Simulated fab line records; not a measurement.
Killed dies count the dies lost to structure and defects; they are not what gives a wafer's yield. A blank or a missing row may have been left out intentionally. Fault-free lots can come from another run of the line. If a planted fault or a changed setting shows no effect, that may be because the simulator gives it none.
Which tool was responsible? || flow nand_harc || 13 lots, 39 wafers sampled, at 6 steps of a route of 1302

## WHAT THE GAUGES READ, wafer by wafer
NHARC_A_ZERO_WELL_INSPECT_17. Usual: raw_defect_count reads 11 (standard deviation 6.2).
{"lot": "L844", "measured": "day 7 09:24", "on": "defect_inspect-02", "raw_defect_count": "9 20 14", "flag": ""}
{"lot": "L845", "measured": "day 7 11:20", "on": "defect_inspect-01", "raw_defect_count": "7 10 14", "flag": ""}
{"lot": "L848", "measured": "day 8 11:42", "on": "defect_inspect-02", "raw_defect_count": "23 9 20", "flag": ""}
{"lot": "L849", "measured": "day 9 02:05", "on": "defect_inspect-01", "raw_defect_count": "4 7 6", "flag": ""}
{"lot": "L854", "measured": "day 10 14:53", "on": "defect_inspect-02", "raw_defect_count": "14 12 10", "flag": ""}
{"lot": "L853", "measured": "day 10 15:34", "on": "defect_inspect-02", "raw_defect_count": "14 24 25", "flag": ""}
{"lot": "L855", "measured": "day 11 07:21", "on": "defect_inspect-01", "raw_defect_count": "9 12 11", "flag": ""}
{"lot": "L858", "measured": "day 12 19:25", "on": "defect_inspect-02", "raw_defect_count": "7 20 20", "flag": ""}
{"lot": "L857", "measured": "day 12 22:08", "on": "defect_inspect-02", "raw_defect_count": "6 17 8", "flag": ""}
{"lot": "L864", "measured": "day 15 01:51", "on": "defect_inspect-02", "raw_defect_count": "24 23 32", "flag": ""}
{"lot": "L865", "measured": "day 15 16:14", "on": "defect_inspect-01", "raw_defect_count": "14 4 6", "flag": ""}
{"lot": "L866", "measured": "day 15 21:59", "on": "defect_inspect-02", "raw_defect_count": "14 7 10", "flag": ""}
{"lot": "L867", "measured": "day 16 06:31", "on": "defect_inspect-02", "raw_defect_count": "8 19 15", "flag": ""}

NHARC_A_ONON_D1_THK_MEAS_08: measures by ellipsometry. Usual: thk_nm reads 999 nm (standard deviation 11).
{"lot": "L844", "measured": "day 8 07:31", "on": "film_metro-02", "thk_nm (nm)": "1000 1000 1000", "flag": ""}
{"lot": "L845", "measured": "day 8 07:30", "on": "film_metro-01", "thk_nm (nm)": "1001 1000 1000", "flag": ""}
{"lot": "L848", "measured": "day 9 09:55", "on": "film_metro-01", "thk_nm (nm)": "998 1001 1000", "flag": ""}
{"lot": "L849", "measured": "day 10 02:13", "on": "film_metro-01", "thk_nm (nm)": "1011 1014 1012", "flag": ""}
{"lot": "L854", "measured": "day 11 15:31", "on": "film_metro-02", "thk_nm (nm)": "984 983 985", "flag": ""}
{"lot": "L853", "measured": "day 11 15:30", "on": "film_metro-01", "thk_nm (nm)": "1016 1016 1014", "flag": ""}
{"lot": "L855", "measured": "day 12 07:21", "on": "film_metro-01", "thk_nm (nm)": "1591 1595 1595 1593 1594 1594", "flag": "OFF"}
{"lot": "L858", "measured": "day 13 18:16", "on": "film_metro-02", "thk_nm (nm)": "987 989 989", "flag": ""}
{"lot": "L857", "measured": "day 13 18:19", "on": "film_metro-02", "thk_nm (nm)": "1620 1619 1620 1618 1620 1619", "flag": "OFF"}
{"lot": "L864", "measured": "day 15 23:17", "on": "film_metro-02", "thk_nm (nm)": "999 996 999", "flag": ""}
{"lot": "L865", "measured": "day 16 15:03", "on": "film_metro-01", "thk_nm (nm)": "984 984 982", "flag": ""}
{"lot": "L866", "measured": "day 16 19:43", "on": "film_metro-01", "thk_nm (nm)": "986 984 985", "flag": ""}
{"lot": "L867", "measured": "day 17 05:45", "on": "film_metro-01", "thk_nm (nm)": "1000 998 998", "flag": ""}

NHARC_A_ONON_D1_THK_MEAS_18: measures by ellipsometry. Usual: thk_nm reads 999 nm (standard deviation 7.3).
{"lot": "L844", "measured": "day 8 16:40", "on": "film_metro-02", "thk_nm (nm)": "998 998 998", "flag": ""}
{"lot": "L845", "measured": "day 8 16:39", "on": "film_metro-01", "thk_nm (nm)": "985 987 985", "flag": ""}
{"lot": "L848", "measured": "day 9 18:35", "on": "film_metro-02", "thk_nm (nm)": "994 993 993", "flag": ""}
{"lot": "L849", "measured": "day 10 12:58", "on": "film_metro-01", "thk_nm (nm)": "997 996 996", "flag": ""}
{"lot": "L854", "measured": "day 12 00:28", "on": "film_metro-01", "thk_nm (nm)": "999 998 999", "flag": ""}
{"lot": "L853", "measured": "day 12 00:28", "on": "film_metro-02", "thk_nm (nm)": "1002 1000 1002", "flag": ""}
{"lot": "L858", "measured": "day 14 04:36", "on": "film_metro-02", "thk_nm (nm)": "992 991 993", "flag": ""}
{"lot": "L864", "measured": "day 16 08:14", "on": "film_metro-02", "thk_nm (nm)": "1003 1001 1000", "flag": ""}
{"lot": "L865", "measured": "day 17 00:12", "on": "film_metro-01", "thk_nm (nm)": "997 996 996", "flag": ""}
{"lot": "L866", "measured": "day 17 04:28", "on": "film_metro-02", "thk_nm (nm)": "1000 999 998", "flag": ""}
{"lot": "L867", "measured": "day 17 14:35", "on": "film_metro-02", "thk_nm (nm)": "1012 1012 1013", "flag": ""}

NHARC_END_SORT_01. Usual: defect_limited_yield 93.3 %, standard deviation 1.5; killed_at_array 41, standard deviation 10; killed_at_other 0.8, standard deviation 0.91; killed_at_periphery 4.2, standard deviation 2.9; killed_dies 46, standard deviation 10; killed_open 3.5, standard deviation 2.1; killed_short 2.5, standard deviation 1.6; sort_bin_2_pct 2.4 %, standard deviation 0.71; sort_bin_3_pct 0.6 %, standard deviation 0.33; sort_bin_4_pct 3.8 %, standard deviation 0.93; sort_n_pass 631, standard deviation 10; sort_rim_yield_pct 86 %, standard deviation 4.5; sort_yield_pct 93.3 %, standard deviation 1.5.
{"lot": "L864", "measured": "day 31 19:32", "on": "prober-02", "defect_limited_yield (%)": "93.4 93.4 94.4", "killed_at_array": "44 38 31", "killed_at_other": "0 1 0", "killed_at_periphery": "1 6 7", "killed_dies": "45 45 38", "killed_open": "2 6 1", "killed_short": "2 3 5", "sort_bin_2_pct (%)": "2.1 1.9 2.1", "sort_bin_3_pct (%)": "0.7 0.1 0.1", "sort_bin_4_pct (%)": "3.8 4.6 3.4", "sort_n_pass": "632 632 639", "sort_rim_yield_pct (%)": "87 81 91", "sort_yield_pct (%)": "93.4 93.4 94.4", "flag": ""}

## WHAT TOOL EACH LOT RAN ON (gives the tool, then ch and the chambers of the sampled wafers, and finally the start)
{"lot": "L844", "NHARC_A_ZERO_WELL_DESCUM_12": "rie_diel-04 ch 0,2, day 7 08:05", "NHARC_A_ONON_D1_DEP_06": "pecvd_onon-01 ch 0, day 8 07:07"}
{"lot": "L845", "NHARC_A_ZERO_WELL_DESCUM_12": "rie_diel-09 ch 2,3, day 7 10:00", "NHARC_A_ONON_D1_DEP_06": "pecvd_onon-04 ch 0, day 8 07:03"}
{"lot": "L848", "NHARC_A_ZERO_WELL_DESCUM_12": "rie_diel-09 ch 0,1,2, day 8 10:24", "NHARC_A_ONON_D1_DEP_06": "pecvd_onon-01 ch 0, day 9 09:24"}
{"lot": "L849", "NHARC_A_ZERO_WELL_DESCUM_12": "rie_diel-09 ch 1,2, day 9 00:47", "NHARC_A_ONON_D1_DEP_06": "pecvd_onon-04 ch 0, day 10 01:46"}
{"lot": "L854", "NHARC_A_ZERO_WELL_DESCUM_12": "rie_diel-04 ch 1,3, day 10 13:34", "NHARC_A_ONON_D1_DEP_06": "pecvd_onon-04 ch 0, day 11 15:01"}
{"lot": "L853", "NHARC_A_ZERO_WELL_DESCUM_12": "rie_diel-01 ch 1,3, day 10 14:13", "NHARC_A_ONON_D1_DEP_06": "pecvd_onon-01 ch 0, day 11 14:59"}
{"lot": "L855", "NHARC_A_ZERO_WELL_DESCUM_12": "rie_diel-09 ch 0,1,2, day 11 06:03", "NHARC_A_ONON_D1_DEP_06": "pecvd_onon-04 ch 0, day 12 06:58"}
{"lot": "L858", "NHARC_A_ZERO_WELL_DESCUM_12": "rie_diel-09 ch 0,2, day 12 18:06", "NHARC_A_ONON_D1_DEP_06": "pecvd_onon-01 ch 0, day 13 17:46"}
{"lot": "L857", "NHARC_A_ZERO_WELL_DESCUM_12": "rie_diel-01 ch 0,1,2, day 12 20:51", "NHARC_A_ONON_D1_DEP_06": "pecvd_onon-04 ch 0, day 13 17:49"}
{"lot": "L864", "NHARC_A_ZERO_WELL_DESCUM_12": "rie_diel-04 ch 0,1,3, day 15 00:29", "NHARC_A_ONON_D1_DEP_06": "pecvd_onon-02 ch 0, day 15 22:46"}
{"lot": "L865", "NHARC_A_ZERO_WELL_DESCUM_12": "rie_diel-09 ch 1,2, day 15 14:56", "NHARC_A_ONON_D1_DEP_06": "pecvd_onon-01 ch 0, day 16 14:40"}
{"lot": "L866", "NHARC_A_ZERO_WELL_DESCUM_12": "rie_diel-01 ch 2,3, day 15 20:41", "NHARC_A_ONON_D1_DEP_06": "pecvd_onon-02 ch 0, day 16 19:13"}
{"lot": "L867", "NHARC_A_ZERO_WELL_DESCUM_12": "rie_diel-09 ch 0,1,3, day 16 05:14", "NHARC_A_ONON_D1_DEP_06": "pecvd_onon-02 ch 0, day 17 05:14"}
- NHARC_A_ZERO_WELL_DESCUM_12: chemistry O2, time 3 s.
- NHARC_A_ONON_D1_DEP_06: target thk 1000 nm.

## WHAT THE TOOLS THEMSELVES READ (means of the sampled wafers that have a number; where no wafer has one, the mark that the record gives instead)
NHARC_A_ZERO_WELL_DESCUM_12. Usual: drypump_motor_current_A 6.0 A, standard deviation 0.4; mfc_ar_sccm 0.016 sccm, standard deviation 0.014; oes_product_au 0.999 a.u., standard deviation 0.0091; rf_vpp_V 58.0 V, standard deviation 0.88; showerhead_plenum_p_Torr 1.94 Torr, standard deviation 0.079; throttle_valve_pct 11.311 %, standard deviation 0.0092.
{"lot": "L844", "tool": "rie_diel-04", "drypump_motor_current_A (A)": 6.1, "mfc_ar_sccm (sccm)": 0.009, "oes_product_au (a.u.)": 1.009, "rf_vpp_V (V)": 57.9, "showerhead_plenum_p_Torr (Torr)": 2.01, "throttle_valve_pct (%)": 11.307, "flag": ""}
{"lot": "L845", "tool": "rie_diel-09", "drypump_motor_current_A (A)": 5.4, "mfc_ar_sccm (sccm)": 0.031, "oes_product_au (a.u.)": 1.001, "rf_vpp_V (V)": 58.7, "showerhead_plenum_p_Torr (Torr)": 1.89, "throttle_valve_pct (%)": 11.303, "flag": ""}
{"lot": "L848", "tool": "rie_diel-09", "drypump_motor_current_A (A)": 5.8, "mfc_ar_sccm (sccm)": 0.024, "oes_product_au (a.u.)": 0.995, "rf_vpp_V (V)": 57.7, "showerhead_plenum_p_Torr (Torr)": 1.95, "throttle_valve_pct (%)": 11.306, "flag": ""}
{"lot": "L849", "tool": "rie_diel-09", "drypump_motor_current_A (A)": 5.5, "mfc_ar_sccm (sccm)": 0.022, "oes_product_au (a.u.)": 0.987, "rf_vpp_V (V)": 57.9, "showerhead_plenum_p_Torr (Torr)": 1.88, "throttle_valve_pct (%)": 11.311, "flag": ""}
{"lot": "L854", "tool": "rie_diel-04", "drypump_motor_current_A (A)": 6.0, "mfc_ar_sccm (sccm)": 0.000, "oes_product_au (a.u.)": 1.004, "rf_vpp_V (V)": 58.5, "showerhead_plenum_p_Torr (Torr)": 2.00, "throttle_valve_pct (%)": 11.305, "flag": ""}
{"lot": "L853", "tool": "rie_diel-01", "drypump_motor_current_A (A)": 5.8, "mfc_ar_sccm (sccm)": 0.000, "oes_product_au (a.u.)": 1.000, "rf_vpp_V (V)": 58.2, "showerhead_plenum_p_Torr (Torr)": 1.93, "throttle_valve_pct (%)": 11.309, "flag": ""}
{"lot": "L855", "tool": "rie_diel-09", "drypump_motor_current_A (A)": 5.8, "mfc_ar_sccm (sccm)": 0.024, "oes_product_au (a.u.)": 0.997, "rf_vpp_V (V)": 58.2, "showerhead_plenum_p_Torr (Torr)": 1.95, "throttle_valve_pct (%)": 11.317, "flag": ""}
{"lot": "L858", "tool": "rie_diel-09", "drypump_motor_current_A (A)": 5.8, "mfc_ar_sccm (sccm)": 0.030, "oes_product_au (a.u.)": 1.008, "rf_vpp_V (V)": 57.8, "showerhead_plenum_p_Torr (Torr)": 1.99, "throttle_valve_pct (%)": 11.315, "flag": ""}
{"lot": "L857", "tool": "rie_diel-01", "drypump_motor_current_A (A)": 5.9, "mfc_ar_sccm (sccm)": 0.006, "oes_product_au (a.u.)": 0.999, "rf_vpp_V (V)": 57.2, "showerhead_plenum_p_Torr (Torr)": 1.84, "throttle_valve_pct (%)": 11.316, "flag": ""}
{"lot": "L864", "tool": "rie_diel-04", "drypump_motor_current_A (A)": 6.2, "mfc_ar_sccm (sccm)": 0.000, "oes_product_au (a.u.)": 1.002, "rf_vpp_V (V)": 57.8, "showerhead_plenum_p_Torr (Torr)": 1.96, "throttle_valve_pct (%)": 11.308, "flag": ""}
{"lot": "L865", "tool": "rie_diel-09", "drypump_motor_current_A (A)": 5.5, "mfc_ar_sccm (sccm)": 0.022, "oes_product_au (a.u.)": 0.999, "rf_vpp_V (V)": 57.8, "showerhead_plenum_p_Torr (Torr)": 1.88, "throttle_valve_pct (%)": 11.307, "flag": ""}
{"lot": "L866", "tool": "rie_diel-01", "drypump_motor_current_A (A)": 6.0, "mfc_ar_sccm (sccm)": 0.000, "oes_product_au (a.u.)": 1.007, "rf_vpp_V (V)": 57.7, "showerhead_plenum_p_Torr (Torr)": 1.81, "throttle_valve_pct (%)": 11.309, "flag": ""}
{"lot": "L867", "tool": "rie_diel-09", "drypump_motor_current_A (A)": 6.1, "mfc_ar_sccm (sccm)": 0.028, "oes_product_au (a.u.)": 0.987, "rf_vpp_V (V)": 58.0, "showerhead_plenum_p_Torr (Torr)": 1.98, "throttle_valve_pct (%)": 11.323, "flag": ""}

## THE ANSWER, worked out from the rows above alone
Rule: take the mean of a lot's wafers that have a number; if it is more than 3 standard deviations from the usual mean, the lot is off. Also off: a lot with no number at a reading for which 4 or more lots have one. Any other lot the step has rows for is counted as sound. First the gauges in route order, then the tools' own readings, where a lot's mean is used as printed above. The first step at which some lot is off is used, and at that step the reading that is off furthest; a lot without a number counts as furthest.
Off: L855, L857, at NHARC_A_ONON_D1_THK_MEAS_08 (thk_nm).
If a tool, at a process step before that reading, ran all the lots that are off and no sound lot after the first of them, it fits. Gauges at NHARC_A_ONON_D1_THK_MEAS_08: tried the same way as those tools. One fits: NHARC_A_ONON_D1_DEP_06 on pecvd_onon-04. Its last sound lot is L854 (day 11 15:01), its first lot that is off L855 (day 12 06:58): a fault that began between those two fits.

## WHAT WAS PUT IN BY THE SIMULATOR
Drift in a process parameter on pecvd_onon-04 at NHARC_A_ONON_D1_DEP_06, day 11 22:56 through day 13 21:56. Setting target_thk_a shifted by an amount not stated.
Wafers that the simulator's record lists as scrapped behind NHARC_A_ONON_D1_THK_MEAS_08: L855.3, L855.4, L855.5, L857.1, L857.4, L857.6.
Lots struck among those shown: L855, L857. The same result came from the rule above.
